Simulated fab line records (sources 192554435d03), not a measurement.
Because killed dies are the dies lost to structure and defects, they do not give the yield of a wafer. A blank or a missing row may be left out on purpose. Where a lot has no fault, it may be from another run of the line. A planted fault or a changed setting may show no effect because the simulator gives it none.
fab line records -- flow n5Finfet
record lots=7, wafers=21
route steps=1938 shown PMOS_HMC_CHANNEL_EPI@63 FIN_SAQP@130 FIN_CUT@173 DUMMY_GATE@228 SD_EPI_P@321 SDB@373 DUMMY_REMOVAL@377
startH: start of the lot's first displayed wafer, in hours after the record's first day -- waitH: hours elapsed since this lot's preceding step -- " identical to the entry in the row above -- L1.1+2: a single row standing in for several wafers -- - no value, or no start given -- * or withheld: withheld -- < > ~ a bound
route shown NAME@n: NAME is a module with steps in the file, n the number in the route of the first one -- usual: mean/standard deviation taken from wafers without a fault -- same: alike in all rows -- chamber/n: place in a boat -- sites: each site's reading -- _std_site: standard deviation across them -- _edge_site: the outer-site mean with the inner-site mean subtracted -- radiusMm: for every site, how far away it sits from the centre of the wafer -- mask NAME#n: copy n -- behind: the tool/chamber that last shaped the wafer -- hold: the reason the lot was held/the length of the hold in hours/how it ended -- device: transistor that didn't switch, given as n, p or np -- end of line: at the end of the route, the tests of the same wafers -- a step with no rows: only its recipe -- killed: dies lost to structure and defects at the first sort, not the wafer's yield -- map: shows each die of a wafer: x if killed, . if not, _ if none is there
set.NAME: setting as actually run; set.NAME@STEP: the setting as run at that earlier step -- model.NAME: the simulator's own value behind a step, which no gauge read
lots run with intentionally changed settings; tables by step, rows by wafer
## steps
# step N5_PMOS_HMC_CHANNEL_EPI_PEB_07
# recipe pebTempC=110, pebTimeS=60, resist=CAR-ArF-block
lot.wafer,tool,chamber,startH,waitH,set.pebTimeS
L082.1+4+5,lithoTrack-02,0,65.23,0.1,60
L083.1+3,lithoTrack-04,0,71.51,0.1,46.79
L083.4,lithoTrack-04,0,71.51,0.1,60
L084.1+2,lithoTrack-05,0,78.04,0.1,54.37
L084.6,lithoTrack-05,0,78.04,0.1,60
L085.1+2,lithoTrack-04,0,83.67,0.1,60
L085.4,lithoTrack-04,0,83.67,0.1,66.8
L087.1+5,lithoTrack-02,0,95.44,0.1,48.74
L087.2,lithoTrack-02,0,95.44,0.1,60
L095.1+6,lithoTrack-04,0,143.76,0.1,60
L095.3,lithoTrack-04,0,143.76,0.1,55.35
L097.1+4,lithoTrack-02,0,155.23,0.1,60
L097.2,lithoTrack-02,0,155.23,0.1,52.24
# step N5_PMOS_HMC_CHANNEL_EPI_DEVELOP_08
# recipe developTimeS=30, developer=TMAH, resist=CAR-ArF-block, devTempC=23, rinseLiquid=diw, dry=airSpin
# step N5_PMOS_HMC_CHANNEL_EPI_CD_MEAS_09
# recipe targetCdNm=237.4, landingEnergyEv=500, detector=seInlens
# usual cdNm=238.2/1.3
lot.wafer,tool,chamber,startH,waitH,set.pebTimeS@PMOS_HMC_CHANNEL_EPI_PEB_07,cdNm
L082.1,cdSem-02,0,65.30,-,60,240.8
L082.4,cdSem-02,0,65.30,-,60,239.8
L082.5,cdSem-02,0,65.30,-,60,238.7
L083.1,cdSem-02,0,71.58,-,46.79,225.9
L083.3,cdSem-02,0,71.58,-,46.79,227.3
L083.4,cdSem-02,0,71.58,-,60,238.4
L084.1,cdSem-01,0,78.11,-,54.37,235.1
L084.2,cdSem-01,0,78.11,-,54.37,234.8
L084.6,cdSem-01,0,78.11,-,60,239.7
L085.1,cdSem-02,0,83.73,-,60,238.4
L085.2,cdSem-02,0,83.73,-,60,236.6
L085.4,cdSem-02,0,83.73,-,66.8,241.1
L087.1,cdSem-01,0,95.51,-,48.74,229.9
L087.2,cdSem-01,0,95.51,-,60,239.8
L087.5,cdSem-01,0,95.51,-,48.74,230.1
L095.1,cdSem-02,0,143.83,-,60,237.3
L095.3,cdSem-02,0,143.83,-,55.35,233.4
L095.6,cdSem-02,0,143.83,-,60,236.6
L097.1,cdSem-02,0,155.30,-,60,238.4
L097.2,cdSem-02,0,155.30,-,52.24,233.1
L097.4,cdSem-02,0,155.30,-,60,238.1
# step N5_PMOS_HMC_CHANNEL_EPI_DESCUM_14
# recipe chemistry=O2, timeS=7.9, sourcePowerW=50, biasPowerW=20, pressureMtorr=20, rfFrequencyHz=2.712e+07, tempC=40, resist=CAR-ArF-block, o2FlowSccm=225
lot.wafer,tool,chamber,startH,waitH,set.pebTimeS@PMOS_HMC_CHANNEL_EPI_PEB_07,model.PMOS_HMC_CHANNEL_EPI.cdNm
L082.1,rieDiel-02,2,65.42,0.1,60,241
L082.4,rieDiel-02,0,65.42,0.1,60,239.9
L082.5,rieDiel-02,2,65.42,0.1,60,238.6
L083.1,rieDiel-02,1,71.67,0.0,46.79,226.1
L083.3,rieDiel-02,2,71.67,0.0,46.79,226.9
L083.4,rieDiel-02,0,71.67,0.0,60,238.3
L084.1,rieDiel-04,2,78.77,0.6,54.37,234.8
L084.2,rieDiel-04,0,78.77,0.6,54.37,234.5
L084.6,rieDiel-04,0,78.77,0.6,60,239.5
L085.1,rieDiel-04,1,84.73,0.9,60,238.7
L085.2,rieDiel-04,0,84.73,0.9,60,236.8
L085.4,rieDiel-04,1,84.73,0.9,66.8,241.2
L087.1,rieDiel-02,0,95.59,0.0,48.74,230
L087.2,rieDiel-02,1,95.59,0.0,60,240.3
L087.5,rieDiel-02,3,95.59,0.0,48.74,230.1
L095.1,rieDiel-05,3,144.73,0.8,60,237.5
L095.3,rieDiel-05,2,144.73,0.8,55.35,233.6
L095.6,rieDiel-05,3,144.73,0.8,60,236.6
L097.1,rieDiel-05,3,155.39,0.0,60,238.4
L097.2,rieDiel-05,1,155.39,0.0,52.24,233
L097.4,rieDiel-05,2,155.39,0.0,60,237.8
# step N5_PMOS_HMC_CHANNEL_EPI_ETCH_32
# recipe chemistry=N2/H2, target=BARC, stopOn=SiO2, targetDepthA=858, overEtchFrac=0.3, timeS=50.3, ionEnergyEv=200, maskMaterial=CAR-ArF-block, pressureMtorr=30, sourceW=840, biasW=150, n2FlowSccm=200, h2FlowSccm=200
lot.wafer,tool,chamber,startH,waitH,set.pebTimeS@PMOS_HMC_CHANNEL_EPI_PEB_07,model.PMOS_HMC_CHANNEL_EPI.cdNm
L082.1,rieDiel-02,2,65.46,0.0,60,243.6
L082.4,rieDiel-02,0,65.46,0.0,60,241.8
L082.5,rieDiel-02,2,65.46,0.0,60,241.1
L083.1,rieDiel-02,1,71.70,0.0,46.79,229.2
L083.3,rieDiel-02,2,71.70,0.0,46.79,229.4
L083.4,rieDiel-02,0,71.70,0.0,60,239.7
L084.1,rieDiel-04,2,78.80,0.0,54.37,237.8
L084.2,rieDiel-04,0,78.80,0.0,54.37,237.7
L084.6,rieDiel-04,0,78.80,0.0,60,242.2
L085.1,rieDiel-04,1,84.79,0.0,60,240.2
L085.2,rieDiel-04,0,84.79,0.0,60,239.5
L085.4,rieDiel-04,1,84.79,0.0,66.8,242.5
L087.1,rieDiel-02,0,95.63,0.0,48.74,230.9
L087.2,rieDiel-02,1,95.63,0.0,60,242.6
L087.5,rieDiel-02,3,95.63,0.0,48.74,232.4
L095.1,rieDiel-05,3,144.76,0.0,60,240.7
L095.3,rieDiel-05,2,144.76,0.0,55.35,237.9
L095.6,rieDiel-05,3,144.76,0.0,60,239.7
L097.1,rieDiel-05,3,155.43,0.0,60,242.2
L097.2,rieDiel-05,1,155.43,0.0,52.24,235.6
L097.4,rieDiel-05,2,155.43,0.0,60,241.2
# step N5_PMOS_HMC_CHANNEL_EPI_HM_OPEN_15
# recipe chemistry=CHF3/O2, target=SiO2, maskMaterial=CAR-ArF-block, targetDepthA=406, CHF3_flow_sccm=50, O2_flow_sccm=5, Ar_flow_sccm=200, timeS=20.3, pressureMtorr=30, sourceW=650, biasW=170, ionEnergyEv=200
# step N5_PMOS_HMC_CHANNEL_EPI_STRIP_33
# recipe chemistry=N2/H2, powerW=500, tempC=40, pressureMtorr=50, rfFrequencyHz=6e+07, overashFraction=0.3, biasPowerW=8, h2Frac=0.5, n2FlowSccm=300, h2FlowSccm=300
# step N5_PMOS_HMC_CHANNEL_EPI_STRIP_17
# recipe chemistry=SPM, timeS=750, tempC=130, h2so4H2o2VolRatio=4, dry=ipaMarangoni
# step N5_PMOS_HMC_CHANNEL_EPI_ETCH_38
# recipe chemistry=CF4, target=SiO2, targetDepthA=15, ionEnergyEv=350, pressureMtorr=10, icpW=800, biasW=400, cf4FlowSccm=80
# step N5_PMOS_HMC_CHANNEL_EPI_FIN_RECESS_16
# recipe chemistry=HBr/Cl2, target=Si, maskMaterial=SiO2, targetDepthA=540, timeS=18, pressureMtorr=10, icpW=800, biasW=75, HBr_flow_sccm=150, Cl2_flow_sccm=80
lot.wafer,tool,chamber,startH,waitH,set.pebTimeS@PMOS_HMC_CHANNEL_EPI_PEB_07,model.PMOS_HMC_CHANNEL_EPI.cdNm
L082.1,rieSi-03,1,65.90,0.0,60,243.4
L082.4,rieSi-03,3,65.90,0.0,60,242
L082.5,rieSi-03,1,65.90,0.0,60,240.9
L083.1,rieSi-03,0,72.12,0.0,46.79,229.1
L083.3,rieSi-03,2,72.12,0.0,46.79,229.4
L083.4,rieSi-03,1,72.12,0.0,60,239.5
L084.1,rieSi-02,0,79.23,0.0,54.37,237.9
L084.2,rieSi-02,3,79.23,0.0,54.37,237.6
L084.6,rieSi-02,2,79.23,0.0,60,242.2
L085.1,rieSi-03,2,85.27,0.0,60,240.4
L085.2,rieSi-03,3,85.27,0.0,60,239.9
L085.4,rieSi-03,1,85.27,0.0,66.8,242.3
L087.1,rieSi-03,1,96.05,0.0,48.74,230.7
L087.2,rieSi-03,0,96.05,0.0,60,242.5
L087.5,rieSi-03,2,96.05,0.0,48.74,232.3
L095.1,rieSi-06,3,145.20,0.0,60,240.8
L095.3,rieSi-06,2,145.20,0.0,55.35,237.7
L095.6,rieSi-06,1,145.20,0.0,60,239.7
L097.1,rieSi-06,1,155.89,0.0,60,242.2
L097.2,rieSi-06,3,155.89,0.0,52.24,235.7
L097.4,rieSi-06,2,155.89,0.0,60,241.2
# step N5_FIN_SAQP_ETCH_65
# recipe chemistry=CF4, target=SiO2, targetDepthA=40, ionEnergyEv=350, timeS=4.4, pressureMtorr=10, icpW=800, biasW=400, cf4FlowSccm=80
lot.wafer,tool,chamber,startH,waitH,set.timeS,model.etch.depthNm
L082.1,rieSi-01,1,72.04,0.1,4.4,3.954
L082.4,rieSi-01,2,72.04,0.1,4.4,4.028
L082.5,rieSi-01,3,72.04,0.1,4.4,4.158
L083.1,rieSi-01,0,77.88,0.1,5.205,4.893
L083.3,rieSi-01,3,77.88,0.1,4.4,4.152
L083.4,rieSi-01,2,77.88,0.1,4.4,4.033
L084.1,rieSi-01,2,86.51,0.1,5.082,4.674
L084.2,rieSi-01,3,86.51,0.1,4.4,4.184
L084.6,rieSi-01,3,86.51,0.1,5.082,4.836
L085.1,rieSi-01,1,95.03,0.1,4.137,3.654
L085.2,rieSi-01,2,95.03,0.1,4.4,4.031
L085.4,rieSi-01,3,95.03,0.1,4.4,4.153
L087.1,rieSi-05,2,103.33,0.1,4.4,3.842
L087.2,rieSi-05,0,103.33,0.1,4.4,3.838
L087.5,rieSi-05,0,103.33,0.1,4.4,3.787
L095.1,rieSi-04,2,152.59,0.1,4.015,3.918
L095.3,rieSi-04,0,152.59,0.1,4.4,3.879
L095.6,rieSi-04,3,152.59,0.1,4.015,3.637
L097.1,rieSi-01,1,163.07,0.1,4.4,3.797
L097.2,rieSi-01,0,163.07,0.1,4.4,4.057
L097.4,rieSi-01,2,163.07,0.1,4.4,3.949
# step N5_FIN_CUT_CUT_ETCH_26
# recipe chemistry=CH3F/O2, target=SiNx, targetDepthA=390, maskMaterial=SOC, timeS=55.7, pressureMtorr=30, sourceW=395, biasW=73, Ar_flow_sccm=150, CH3F_flow_sccm=30, O2_flow_sccm=20, ionEnergyEv=120
lot.wafer,tool,chamber,startH,waitH,set.timeS,model.etch.depthNm,model.SOC_of_FIN_CUT_COAT_18.thkNm
L082.1,rieDiel-04,2,75.35,0.0,55.7,39.06,212.6
L082.4,rieDiel-04,0,75.35,0.0,55.7,38.63,213
L082.5,rieDiel-04,1,75.35,0.0,55.7,39.68,212.2
L083.1,rieDiel-02,0,81.58,0.0,55.7,37.84,211.8
L083.3,rieDiel-02,1,81.58,0.0,46.7,31.62,215
L083.4,rieDiel-02,3,81.58,0.0,55.7,38.94,211.8
L084.1,rieDiel-04,2,90.65,0.0,55.7,39.13,212
L084.2,rieDiel-04,3,90.65,0.0,50.74,36.16,213
L084.6,rieDiel-04,1,90.65,0.0,55.7,39.86,211
L085.1,rieDiel-02,1,98.19,0.0,55.7,37.7,211.4
L085.2,rieDiel-02,0,98.19,0.0,55.7,38.18,211.6
L085.4,rieDiel-02,2,98.19,0.0,45.56,32.29,214.8
L087.1,rieDiel-04,1,110.35,0.0,43.23,30.91,216
L087.2,rieDiel-04,3,110.35,0.0,55.7,39.83,211.2
L087.5,rieDiel-04,3,110.35,0.0,55.7,39.31,211.6
L095.1,rieDiel-02,3,155.56,0.0,55.7,38.85,211.4
L095.3,rieDiel-02,2,155.56,0.0,55.7,38.65,212
L095.6,rieDiel-02,0,155.56,0.0,55.7,37.38,212.8
L097.1,rieDiel-05,3,166.19,0.0,55.7,39.39,211
L097.2,rieDiel-05,2,166.19,0.0,55.7,38.92,212.4
L097.4,rieDiel-05,2,166.19,0.0,55.7,39.09,211.6
# step N5_FIN_CUT_CUT_ETCH_27
# recipe chemistry=CHF3/O2, target=SiO2, targetDepthA=40, maskMaterial=SOC, overetchA=20, timeS=4.9, pressureMtorr=30, sourceW=650, biasW=170, Ar_flow_sccm=200, CHF3_flow_sccm=50, O2_flow_sccm=5, ionEnergyEv=200
# step N5_FIN_CUT_PRECLEAN_35
# recipe timeS=13.3, tempC=45, pressureTorr=125, pHfTorr=3, pCoreactantTorr=25, chemistry=vHF
# step N5_FIN_CUT_CUT_ETCH_15
# recipe chemistry=HBr/Cl2/O2, target=Si, targetDepthA=1000, btTimeS=10, maskMaterial=SOC, timeS=42.4, ionEnergyEv=*, biasW=*, pressureMtorr=10, icpW=800, HBr_flow_sccm=150, Cl2_flow_sccm=80, O2_flow_sccm=12
lot.wafer,tool,chamber,startH,waitH,set.timeS@FIN_CUT_CUT_ETCH_26,model.SOC_of_FIN_CUT_COAT_18.thkNm
L082.1+4,rieSi-03,"1,0",75.54,0.1,55.7,172
L082.5,rieSi-03,0,75.54,0.1,55.7,170.8
L083.1,rieSi-03,2,81.77,0.1,55.7,170.4
L083.3,rieSi-03,1,81.77,0.1,46.7,173.8
L083.4,rieSi-03,3,81.77,0.1,55.7,170.8
L084.1,rieSi-03,3,90.84,0.1,55.7,171
L084.2,rieSi-03,0,90.84,0.1,50.74,171.8
L084.6,rieSi-03,3,90.84,0.1,55.7,170
L085.1,rieSi-02,3,98.38,0.1,55.7,170.4
L085.2,rieSi-02,0,98.38,0.1,55.7,171.2
L085.4,rieSi-02,2,98.38,0.1,45.56,173.2
L087.1,rieSi-06,0,110.54,0.1,43.23,174.8
L087.2,rieSi-06,2,110.54,0.1,55.7,170.6
L087.5,rieSi-06,3,110.54,0.1,55.7,169.4
L095.1,rieSi-03,1,155.76,0.1,55.7,170.2
L095.3,rieSi-03,2,155.76,0.1,55.7,171
L095.6,rieSi-03,0,155.76,0.1,55.7,172
L097.1,rieSi-06,1,166.40,0.1,55.7,168.8
L097.2,rieSi-06,2,166.40,0.1,55.7,171.6
L097.4,rieSi-06,3,166.40,0.1,55.7,170
# step N5_DUMMY_GATE_EXPOSE_12
# recipe maskId=GATE, na=0.33, sourceShape=annular, sigmaInner=0.2, sigmaOuter=0.6, polarization=unpolarized, targetCdNm=25, doseMj=34
lot.wafer,tool,chamber,startH,waitH,mask,set.doseMj
L082.1+4+5,euvScanner-01,0,101.69,-,GATE#0,34
L083.1+4,euvScanner-01,0,105.49,-,GATE#0,32.39
L083.3,euvScanner-01,0,105.49,-,GATE#0,34
L084.1,euvScanner-01,0,116.70,-,GATE#0,34
L084.2+6,euvScanner-01,0,116.70,-,GATE#0,33.32
L085.1+4,euvScanner-02,0,120.76,-,GATE#0,34
L085.2,euvScanner-02,0,120.76,-,GATE#0,36.26
L087.1+2,euvScanner-02,0,129.77,-,GATE#0,34
L087.5,euvScanner-02,0,129.77,-,GATE#0,36.33
L095.1+3,euvScanner-01,0,173.13,-,GATE#0,31.48
L095.6,euvScanner-01,0,173.13,-,GATE#0,34
L097.1,euvScanner-02,0,186.64,-,GATE#0,34
L097.2+4,euvScanner-02,0,186.64,-,GATE#0,32.44
# step N5_DUMMY_GATE_PEB_13
# recipe pebTempC=100, pebTimeS=60, resist=CAR-EUV
# step N5_DUMMY_GATE_DEVELOP_14
# recipe developTimeS=30, developer=TMAH, resist=CAR-EUV, rinseLiquid=surfactantRinse, dry=airSpin, devTempC=23
# step N5_DUMMY_GATE_CD_MEAS_15
# recipe targetCdNm=25.8, landingEnergyEv=500, detector=seInlens
# usual cdNm=24.91/0.25
lot.wafer,tool,chamber,startH,waitH,set.doseMj@DUMMY_GATE_EXPOSE_12,cdNm
L082.1,cdSem-03,0,101.82,-,34,24.72
L082.4,cdSem-03,0,101.82,-,34,25.13
L082.5,cdSem-03,0,101.82,-,34,24.69
L083.1,cdSem-02,0,105.62,-,32.39,25.99
L083.3,cdSem-02,0,105.62,-,34,25.13
L083.4,cdSem-02,0,105.62,-,32.39,25.94
L084.1,cdSem-01,0,116.82,-,34,24.98
L084.2,cdSem-01,0,116.82,-,33.32,25.28
L084.6,cdSem-01,0,116.82,-,33.32,25.49
L085.1,cdSem-02,0,120.88,-,34,24.71
L085.2,cdSem-02,0,120.88,-,36.26,23.52
L085.4,cdSem-02,0,120.88,-,34,25.28
L087.1,cdSem-03,0,129.90,-,34,25.11
L087.2,cdSem-03,0,129.90,-,34,24.84
L087.5,cdSem-03,0,129.90,-,36.33,23.38
L095.1,cdSem-03,0,173.26,-,31.48,26.27
L095.3,cdSem-03,0,173.26,-,31.48,26.58
L095.6,cdSem-03,0,173.26,-,34,24.87
L097.1,cdSem-02,0,186.77,-,34,25.02
L097.2,cdSem-02,0,186.77,-,32.44,25.86
L097.4,cdSem-02,0,186.77,-,32.44,26.01
# step N5_DUMMY_GATE_DESCUM_20
# recipe chemistry=O2, timeS=6.2, sourcePowerW=50, biasPowerW=20, pressureMtorr=20, rfFrequencyHz=2.712e+07, tempC=40, resist=CAR-EUV, o2FlowSccm=225
lot.wafer,tool,chamber,startH,waitH,set.timeS,model.CAR-EUV_of_DUMMY_GATE_COAT_09.thkNm
L082.1+4+5,rieDiel-02,"1,2,2",101.96,0.0,6.2,26.4
L083.1,rieDiel-02,0,105.77,0.1,6.584,26.4
L083.3,rieDiel-02,1,105.77,0.1,6.584,26.2
L083.4,rieDiel-02,3,105.77,0.1,6.2,26.4
L084.1+2+6,rieDiel-04,"3,1,1",116.96,0.0,6.2,26.4
L085.1+4,rieDiel-02,"1,3",121.47,0.5,5.694,26.6
L085.2,rieDiel-02,2,121.47,0.5,6.2,26.4
L087.1+5,rieDiel-02,"3,1",130.03,0.0,7.099,26
L087.2,rieDiel-02,2,130.03,0.0,6.2,26.4
L095.1,rieDiel-02,3,173.39,0.0,6.2,26.4
L095.3+6,rieDiel-02,0,173.39,0.0,6.2,26.6
L097.1+4,rieDiel-04,"3,1",186.90,0.0,6.2,26.6
L097.2,rieDiel-04,0,186.90,0.0,7.174,26
# step N5_SD_EPI_P_EPI_21
# recipe material=SiGe:B, dopant=B, tempC=550, pressureTorr=20, ambient=H2, timeS=355
lot.wafer,tool,chamber,startH,waitH,set.timeS,model.SiGe-B_of_SD_EPI_P_EPI_21.thkNm
L082.1,epiRpcvd-01,0,111.54,0.1,355,61.4
L082.4,epiRpcvd-01,0,112.62,1.1,355,60.4
L082.5,epiRpcvd-01,0,112.62,1.1,355,61.2
L083.1,epiRpcvd-04,0,114.52,0.2,355,62.6
L083.3,epiRpcvd-04,0,114.52,0.2,355,62
L083.4,epiRpcvd-04,0,114.52,0.2,355,63
L084.1,epiRpcvd-04,0,126.52,0.3,355,60.2
L084.2,epiRpcvd-04,0,126.52,0.3,355,60.4
L084.6,epiRpcvd-04,0,129.72,3.2,298.6,54.4
L085.1,epiRpcvd-02,0,131.57,0.3,355,61.2
L085.2,epiRpcvd-02,0,131.57,0.3,406.1,66.4
L085.4,epiRpcvd-02,0,133.49,2.0,406.1,66.8
L087.1,epiRpcvd-01,0,138.37,0.2,322.7,58.4
L087.2,epiRpcvd-01,0,138.37,0.2,355,62
L087.5,epiRpcvd-01,0,140.29,2.0,322.7,58.2
L095.1,epiRpcvd-01,0,181.88,0.1,355,60.6
L095.3,epiRpcvd-01,0,181.88,0.1,355,60.4
L095.6,epiRpcvd-01,0,183.68,1.8,355,60.8
L097.1,epiRpcvd-01,0,196.84,0.2,355,61.2
L097.2,epiRpcvd-01,0,196.84,0.2,355,61.6
L097.4,epiRpcvd-01,0,196.84,0.2,355,61.4
# step N5_SD_EPI_P_EPI_MEAS_23
# recipe mode=xrd
# usual thkNm=61.2/1.2
lot.wafer,tool,chamber,startH,waitH,set.timeS@SD_EPI_P_EPI_21,thkNm
L082.1,filmMetro-01,-,113.74,1.8,355,63.4
L082.4,filmMetro-01,-,113.74,1.8,355,61.7
L082.5,filmMetro-01,-,113.74,1.8,355,61.3
L083.1,filmMetro-01,-,117.44,2.4,355,62.8
L083.3,filmMetro-01,-,117.44,2.4,355,61.9
L083.4,filmMetro-01,-,117.44,2.4,355,63.0
L084.1,filmMetro-01,-,130.40,3.2,355,60.3
L084.2,filmMetro-01,-,130.40,3.2,355,62.4
L084.6,filmMetro-01,-,130.40,3.2,298.6,53.4
L085.1,filmMetro-01,-,135.45,3.2,355,61.6
L085.2,filmMetro-01,-,135.45,3.2,406.1,65.5
L085.4,filmMetro-01,-,135.45,3.2,406.1,67.8
L087.1,filmMetro-01,-,141.29,2.4,322.7,58.2
L087.2,filmMetro-01,-,141.29,2.4,355,61.1
L087.5,filmMetro-01,-,141.29,2.4,322.7,59.7
L095.1,filmMetro-02,-,184.08,1.8,355,61.3
L095.3,filmMetro-02,-,184.08,1.8,355,59.5
L095.6,filmMetro-02,-,184.08,1.8,355,61.4
L097.1,filmMetro-01,-,199.76,2.4,355,60.8
L097.2,filmMetro-01,-,199.76,2.4,355,61.7
L097.4,filmMetro-01,-,199.76,2.4,355,59.5
# step N5_SD_EPI_P_HM_STRIP_48
# recipe chemistry=H3PO4, tempC=160, material=SiNx, target=SiNx, targetDepthA=30, overetchFraction=0.3
# step N5_SD_EPI_P_SRD_49
# recipe dry=ipaMarangoni, timeS=30, tempC=23, rinseLiquid=diw
# step N5_SD_EPI_P_PRECLEAN_24
# recipe chemistry=O3/DIW, timeS=45, tempC=22, o3Ppm=10
lot.wafer,tool,chamber,startH,waitH,set.timeS@SD_EPI_P_EPI_21,model.SiGe-B_of_SD_EPI_P_EPI_21.thkNm
L082.1,wetBench-01,7,113.85,0.0,355,61
L082.4,wetBench-01,4,113.85,0.0,355,60
L082.5,wetBench-01,5,113.85,0.0,355,60.8
L083.1,wetBench-01,5,117.56,0.0,355,62.2
L083.3,wetBench-01,6,117.56,0.0,355,61.6
L083.4,wetBench-01,2,117.56,0.0,355,62.6
L084.1,wetBench-02,7,130.50,0.0,355,59.6
L084.2,wetBench-02,2,130.50,0.0,355,60
L084.6,wetBench-02,6,130.50,0.0,298.6,54
L085.1,wetBench-01,0,135.55,0.0,355,60.8
L085.2,wetBench-01,7,135.55,0.0,406.1,66
L085.4,wetBench-01,6,135.55,0.0,406.1,66.2
L087.1,wetBench-06,0,141.40,0.0,322.7,58
L087.2,wetBench-06,1,141.40,0.0,355,61.6
L087.5,wetBench-06,3,141.40,0.0,322.7,57.8
L095.1+3,wetBench-02,"1,4",184.18,0.0,355,60
L095.6,wetBench-02,3,184.18,0.0,355,60.4
L097.1+4,wetBench-02,"0,6",199.88,0.0,355,60.8
L097.2,wetBench-02,2,199.88,0.0,355,61.2
# step N5_SDB_ALD_29
# recipe material=SiNx, targetThkA=300, tempC=400, aldPrecursorFamily=SiH2I2, aldCoReactant=N2/H2-plasma, pulseTimeS=1, aldCycles=600, purgeTimeS=2, coReactantPurgeTimeS=2, pressureTorr=2
lot.wafer,tool,chamber,startH,waitH,set.aldCycles,model.SiNx_of_SDB_ALD_29.thkNm
L082.1+4,aldSin-01,2,122.27,0.0,600,30.2
L082.5,aldSin-01,1,123.62,1.4,600,29.8
L083.1+4,aldSin-03,"1,3",127.14,0.0,600,30
L083.3,aldSin-03,2,127.14,0.0,600,30.2
L084.1,aldSin-03,1,139.26,0.1,566,28.4
L084.2,aldSin-03,2,139.26,0.1,600,30.2
L084.6,aldSin-03,1,140.62,1.4,600,30
L085.1,aldSin-02,1,144.38,0.0,638,32.2
L085.2,aldSin-02,0,144.38,0.0,638,31.8
L085.4,aldSin-02,3,144.38,0.0,600,30
L087.1,aldSin-02,3,151.15,0.0,671,33.4
L087.2,aldSin-02,0,151.15,0.0,671,33.2
L087.5,aldSin-02,2,152.50,1.4,600,29.8
L095.1,aldSin-02,2,192.70,0.0,600,30
L095.3,aldSin-02,0,192.70,0.0,600,29.8
L095.6,aldSin-02,2,194.05,1.4,645,32
L097.1,aldSin-01,2,208.46,0.0,522,26.2
L097.2,aldSin-01,0,208.46,0.0,522,25.8
L097.4,aldSin-01,3,208.46,0.0,600,30
# step N5_SDB_CMP_30
# recipe stopOn=poly-Si, tOverpolishS=1.54, postCmpClean=alkalineBrush, downForcePsi=4.1491, platenRpm=51.796, padVelocityMS=1.0306, targetThkNm=30
# step N5_DUMMY_REMOVAL_HM_STRIP_01
# recipe chemistry=CH3F/O2, material=SiNx, targetDepthA=40, stopOn=poly-Si, timeS=6.8, overEtchFrac=0.3, ionEnergyEv=60, powerW=410, biasW=29, Ar_flow_sccm=150, CH3F_flow_sccm=30, O2_flow_sccm=20
lot.wafer,tool,chamber,startH,waitH,set.aldCycles@SDB_ALD_29,model.SiNx_of_SDB_ALD_29.thkNm
L082.1+4,rieDiel-04,1,125.45,0.1,600,29.6
L082.5,rieDiel-04,3,125.45,0.1,600,29.2
L083.1+4,rieDiel-04,"2,3",130.23,0.0,600,29.4
L083.3,rieDiel-04,1,130.23,0.0,600,29.6
L084.1,rieDiel-02,2,142.35,0.0,566,27.8
L084.2,rieDiel-02,1,142.35,0.0,600,29.6
L084.6,rieDiel-02,1,142.35,0.0,600,29.4
L085.1+2,rieDiel-04,"2,0",147.51,0.0,638,27.8
L085.4,rieDiel-04,3,147.51,0.0,600,29.4
L087.1,rieDiel-05,1,154.25,0.0,671,30.4
L087.2,rieDiel-05,3,154.25,0.0,671,31.2
L087.5,rieDiel-05,3,154.25,0.0,600,29
L095.1,rieDiel-05,2,195.79,0.0,600,29.4
L095.3,rieDiel-05,0,195.79,0.0,600,29.2
L095.6,rieDiel-05,3,195.79,0.0,645,31
L097.1,rieDiel-02,3,211.55,0.0,522,25.6
L097.2,rieDiel-02,0,211.55,0.0,522,25.4
L097.4,rieDiel-02,1,211.55,0.0,600,29.4
## key
split step=N5_PMOS_HMC_CHANNEL_EPI_PEB_07, setting=pebTimeS, stated=60, by=wafer
response step=N5_PMOS_HMC_CHANNEL_EPI_CD_MEAS_09, reading=cdNm, change=+0.487, per=1%, r=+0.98
response step=N5_PMOS_HMC_CHANNEL_EPI_DESCUM_14, reading=model.PMOS_HMC_CHANNEL_EPI.cdNm, change=+0.492, per=1%, r=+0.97
response step=N5_PMOS_HMC_CHANNEL_EPI_ETCH_32, reading=model.PMOS_HMC_CHANNEL_EPI.cdNm, change=+0.471, per=1%, r=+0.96
response step=N5_PMOS_HMC_CHANNEL_EPI_FIN_RECESS_16, reading=model.PMOS_HMC_CHANNEL_EPI.cdNm, change=+0.464, per=1%, r=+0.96
split step=N5_FIN_SAQP_ETCH_65, setting=timeS, stated=4.4, by=wafer
response step=N5_FIN_SAQP_ETCH_65, reading=model.etch.depthNm, change=+0.0393, per=1%, r=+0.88
split step=N5_FIN_CUT_CUT_ETCH_26, setting=timeS, stated=55.7, by=wafer
response step=N5_FIN_CUT_CUT_ETCH_26, reading=model.etch.depthNm, change=+0.372, per=1%, r=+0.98
response step=N5_FIN_CUT_CUT_ETCH_26, reading=model.SOC_of_FIN_CUT_COAT_18.thkNm, change=-0.194, per=1%, r=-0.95
response step=N5_FIN_CUT_CUT_ETCH_15, reading=model.SOC_of_FIN_CUT_COAT_18.thkNm, change=-0.183, per=1%, r=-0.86
split step=N5_DUMMY_GATE_EXPOSE_12, setting=doseMj, stated=34, by=wafer
response step=N5_DUMMY_GATE_CD_MEAS_15, reading=cdNm, change=-0.213, per=1%, r=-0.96
split step=N5_DUMMY_GATE_DESCUM_20, setting=timeS, stated=6.2, by=wafer
response step=N5_DUMMY_GATE_DESCUM_20, reading=model.CAR-EUV_of_DUMMY_GATE_COAT_09.thkNm, change=-0.0311, per=1%, r=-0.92
split step=N5_SD_EPI_P_EPI_21, setting=timeS, stated=355, by=wafer
response step=N5_SD_EPI_P_EPI_21, reading=model.SiGe-B_of_SD_EPI_P_EPI_21.thkNm, change=+0.378, per=1%, r=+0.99
response step=N5_SD_EPI_P_EPI_MEAS_23, reading=thkNm, change=*, per=1%, r=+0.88
response step=N5_SD_EPI_P_PRECLEAN_24, reading=model.SiGe-B_of_SD_EPI_P_EPI_21.thkNm, change=+0.373, per=1%, r=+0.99
split step=N5_SDB_ALD_29, setting=aldCycles, stated=600, by=wafer
response step=N5_SDB_ALD_29, reading=model.SiNx_of_SDB_ALD_29.thkNm, change=+0.3, per=1%, r=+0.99
response step=N5_DUMMY_REMOVAL_HM_STRIP_01, reading=model.SiNx_of_SDB_ALD_29.thkNm, shape=bent, atLowest=25.5, atStated=29.4, atHighest=30.8
